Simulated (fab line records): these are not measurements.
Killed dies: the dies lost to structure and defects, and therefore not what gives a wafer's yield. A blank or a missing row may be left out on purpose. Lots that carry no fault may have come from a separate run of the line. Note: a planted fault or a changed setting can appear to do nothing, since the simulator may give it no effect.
Which tool was responsible? | flow nandHarc | 37 wafers from 13 lots sampled at 6 of the route's 1302 steps

## WHAT EACH GAUGE READ, for each wafer
NHARC_P_M0_THK_MEAS_24: measures by xrf.
lot  | measured     | on           | thkNm (nm)
L133 | day 7 00:19  | filmMetro-02 | 117.7 118.9 118.3
L132 | day 7 00:48  | filmMetro-02 | 115.2 117.0 116.7
L136 | day 8 10:21  | filmMetro-01 | 116.8 115.5 117.5
L137 | day 8 20:55  | filmMetro-02 | 115.3 117.4 116.3
L138 | day 9 01:41  | filmMetro-01 | 118.0 118.3 117.0
L141 | day 10 16:22 | filmMetro-01 | 114.5 117.7 117.5
L142 | day 10 17:22 | filmMetro-01 | 117.0 117.1 116.6
L146 | day 12 09:09 | filmMetro-01 | 116.3 118.4 110.1
L147 | day 13 02:18 | filmMetro-02 | 118.1 108.1
L149 | day 13 15:52 | filmMetro-01 | 110.6 116.9
L150 | day 13 23:16 | filmMetro-01 | 115.6 116.4 116.9
L151 | day 14 22:28 | filmMetro-01 | 117.0 117.7 117.5
L152 | day 15 07:34 | filmMetro-01 | 118.1 118.9 116.9

NHARC_END_SORT_01.
lot  | measured     | on        | defectLimitedYield (%) | killedAtArray | killedAtOther | killedAtPeriphery | killedDies | killedOpen | killedShort | sort_bin_2_pct (%) | sort_bin_3_pct (%) | sort_bin_4_pct (%) | sortNPass   | sortRimYieldPct (%) | sortYieldPct (%)
L133 | day 25 01:58 | prober-02 | 92 93 92               | 53 47 54      | 0 0 0         | 2 2 2             | 55 49 56   | 0 3 4      | 3 2 3       | 2.5 2.7 2.8        | 0.4 0.6 0.7        | 5.2 4.0 4.7        | 622 628 621 | 92 93 93            | 92 93 92
L141 | day 28 09:48 | prober-01 | 86 86 85               | 84 90 94      | 0 0 0         | 8 8 9             | 92 98 103  | 3 6 3      | 0 3 2       | 5.3 6.4 5.3        | 0.4 0.6 1.6        | 7.8 7.5 8.3        | 585 579 574 | 92 83 89            | 86 86 85
L142 | day 28 08:13 | prober-02 | 93 95 95               | 41 27 28      | 2 5 4         | 3 4 4             | 46 36 36   | 2 3 1      | 4 1 7       | 2.2 1.5 1.5        | 0.4 0.3 0.4        | 4.1 3.5 3.4        | 631 641 641 | 91 93 94            | 93 95 95

## TOOL THAT RAN EACH LOT (tool first, then ch and the chambers of the sampled wafers, then the start)
lot  | NHARC_P_CONTACT_CVD_23                  | NHARC_P_M0_PVD_20                      | NHARC_P_M0_CMP_23             | NHARC_P_M0_DEP_32
L133 | cvdW-01 ch 0,1, day 6 23:59 or earlier  | pvdSputter-03, day 6 23:59 or earlier  | cmp-03 ch 0,1,2, day 6 23:59  | pecvd-03 ch 0,1,2, day 7 00:37
L132 | cvdW-02 ch 0,1, day 7 00:29 or earlier  | pvdSputter-02, day 7 00:29 or earlier  | cmp-02 ch 0,3, day 7 00:29    | pecvd-04 ch 1,2, day 7 01:20
L136 | cvdW-02 ch 0,1, day 8 10:06 or earlier  | pvdSputter-02, day 8 10:06 or earlier  | cmp-02 ch 1,2,3, day 8 10:06  | pecvd-03 ch 0,1,2, day 8 10:40
L137 | cvdW-01 ch 0, day 8 20:37 or earlier    | pvdSputter-02, day 8 20:37 or earlier  | cmp-01 ch 0,2,3, day 8 20:37  | pecvd-04 ch 0,1,2, day 8 21:15
L138 | cvdW-02 ch 1, day 9 01:22 or earlier    | pvdSputter-02, day 9 01:22 or earlier  | cmp-01 ch 0,1, day 9 01:22    | pecvd-01 ch 0,1,2, day 9 01:59
L141 | cvdW-02 ch 0,1, day 10 16:03 or earlier | pvdSputter-03, day 10 16:03 or earlier | cmp-03 ch 2,3, day 10 16:03   | pecvd-03 ch 0,1, day 10 16:45
L142 | cvdW-01 ch 0, day 10 17:03 or earlier   | pvdSputter-02, day 10 17:03 or earlier | cmp-03 ch 1,3, day 10 17:03   | pecvd-03 ch 0,2, day 10 17:41
L146 | cvdW-01 ch 0,1, day 12 08:50 or earlier | pvdSputter-03, day 12 08:50 or earlier | cmp-03 ch 0,1, day 12 08:50   | pecvd-01 ch 0,1,2, day 12 09:35
L147 | cvdW-01 ch 0,1, day 13 02:06 or earlier | pvdSputter-03, day 13 02:06 or earlier | cmp-03 ch 0,3, day 13 02:06   | pecvd-03 ch 0,1, day 13 02:44
L149 | cvdW-01 ch 0,1, day 13 15:33 or earlier | pvdSputter-02, day 13 15:33 or earlier | cmp-03 ch 3, day 13 15:33     | pecvd-04 ch 0,2, day 13 16:13
L150 | cvdW-02 ch 0,1, day 13 22:56 or earlier | pvdSputter-03, day 13 22:56 or earlier | cmp-02 ch 1,2,3, day 13 22:56 | pecvd-04 ch 0,1,2, day 13 23:35
L151 | cvdW-01 ch 1, day 14 22:08 or earlier   | pvdSputter-01, day 14 22:08 or earlier | cmp-01 ch 0,1, day 14 22:08   | pecvd-03 ch 0,1,2, day 14 22:48
L152 | cvdW-02 ch 0,1, day 15 07:20 or earlier | pvdSputter-01, day 15 07:20 or earlier | cmp-02 ch 0,2,3, day 15 07:20 | pecvd-03 ch 0,1,2, day 15 07:55
- NHARC_P_CONTACT_CVD_23: deposits W, target thk 200 nm, time 557 s.
- NHARC_P_M0_PVD_20: deposits TaN, target thk 5 nm, time 8.06 s.
- NHARC_P_M0_CMP_23: polishes, t overpolish 20 s, target thk 117.54 nm.
- NHARC_P_M0_DEP_32: deposits SiCN, target thk 30 nm.

## WHAT THE TOOLS THEMSELVES READ (means of the sampled wafers that have a number; where no wafer has one, the mark that the record gives instead)
NHARC_P_CONTACT_CVD_23.
lot  | tool    | heaterPowerW (W) | throttleValvePct (%)
L133 | cvdW-01 | 499              | 7.6
L132 | cvdW-02 | 495              | 8.0
L136 | cvdW-02 | 511              | 8.3
L137 | cvdW-01 | 576              | 7.6
L138 | cvdW-02 | 479              | 8.1
L141 | cvdW-02 | 493              | 8.1
L142 | cvdW-01 | 540              | 7.7
L146 | cvdW-01 | 527              | 7.6
L147 | cvdW-01 | 508              | 7.8
L149 | cvdW-01 | 525              | 7.6
L150 | cvdW-02 | 508              | 8.1
L151 | cvdW-01 | 482              | 7.6
L152 | cvdW-02 | 504              | 8.3

NHARC_P_M0_PVD_20.
lot  | tool          | substrateTempC (C) | throttleValvePct (%)
L133 | pvdSputter-03 | 50.12              | 30.1
L132 | pvdSputter-02 | 49.92              | 30.4
L136 | pvdSputter-02 | 49.92              | 29.8
L137 | pvdSputter-02 | 50.00              | 30.2
L138 | pvdSputter-02 | 50.08              | 30.3
L141 | pvdSputter-03 | 49.88              | 29.8
L142 | pvdSputter-02 | 50.04              | 30.3
L146 | pvdSputter-03 | 49.95              | 29.8
L147 | pvdSputter-03 | 50.00              | 29.1
L149 | pvdSputter-02 | 49.89              | 29.2
L150 | pvdSputter-03 | 50.04              | 30.3
L151 | pvdSputter-01 | 50.07              | 29.4
L152 | pvdSputter-01 | 50.01              | 29.8

NHARC_P_M0_CMP_23.
lot  | tool   | motorCurrentA (A) | timeToEndpointS (s)
L133 | cmp-03 | 12.7              | 29.7
L132 | cmp-02 | 11.7              | 27.0
L136 | cmp-02 | 11.8              | 23.3
L137 | cmp-01 | 12.3              | 30.0
L138 | cmp-01 | 12.3              | 28.0
L141 | cmp-03 | 11.4              | 29.7
L142 | cmp-03 | 12.7              | 30.2
L146 | cmp-03 | 13.4              | 22.2
L147 | cmp-03 | 12.5              | 22.0
L149 | cmp-03 | 11.5              | 20.1
L150 | cmp-02 | 11.7              | 24.7
L151 | cmp-01 | 12.3              | 30.2
L152 | cmp-02 | 11.8              | 29.7

NHARC_P_M0_DEP_32.
lot  | tool     | heaterPowerW (W)
L133 | pecvd-03 | 496
L132 | pecvd-04 | 645
L136 | pecvd-03 | 532
L137 | pecvd-04 | 602
L138 | pecvd-01 | 590
L141 | pecvd-03 | 529
L142 | pecvd-03 | 536
L146 | pecvd-01 | 516
L147 | pecvd-03 | 546
L149 | pecvd-04 | 552
L150 | pecvd-04 | 596
L151 | pecvd-03 | 561
L152 | pecvd-03 | 560

## THE ANSWER, worked out from the rows above alone
Rule: usual is defined by the lots themselves. Put in order of their means at a reading, lots are off if they are a third of the lots or fewer, leave a main group of 4 or more, and stand apart from it by a gap of 3 or more times the standard deviation of the main group's means; of several such gaps the widest counts. The tables above print the reading to a certain number of digits; a main group whose means all agree to those digits is not used. Also off: a lot with no number at a reading for which 4 or more lots have one. Any other lot the step has rows for is counted as sound. After the gauges, taken in route order, come the tools' own readings; for these a lot's mean is taken, as printed above. At the first step where some lot is off, the reading lying furthest off is the one used; lots without a number count as furthest.
No lot is off on any of the readings shown, so nothing can be concluded from this.

## WHAT HAD BEEN PUT IN BY THE SIMULATOR
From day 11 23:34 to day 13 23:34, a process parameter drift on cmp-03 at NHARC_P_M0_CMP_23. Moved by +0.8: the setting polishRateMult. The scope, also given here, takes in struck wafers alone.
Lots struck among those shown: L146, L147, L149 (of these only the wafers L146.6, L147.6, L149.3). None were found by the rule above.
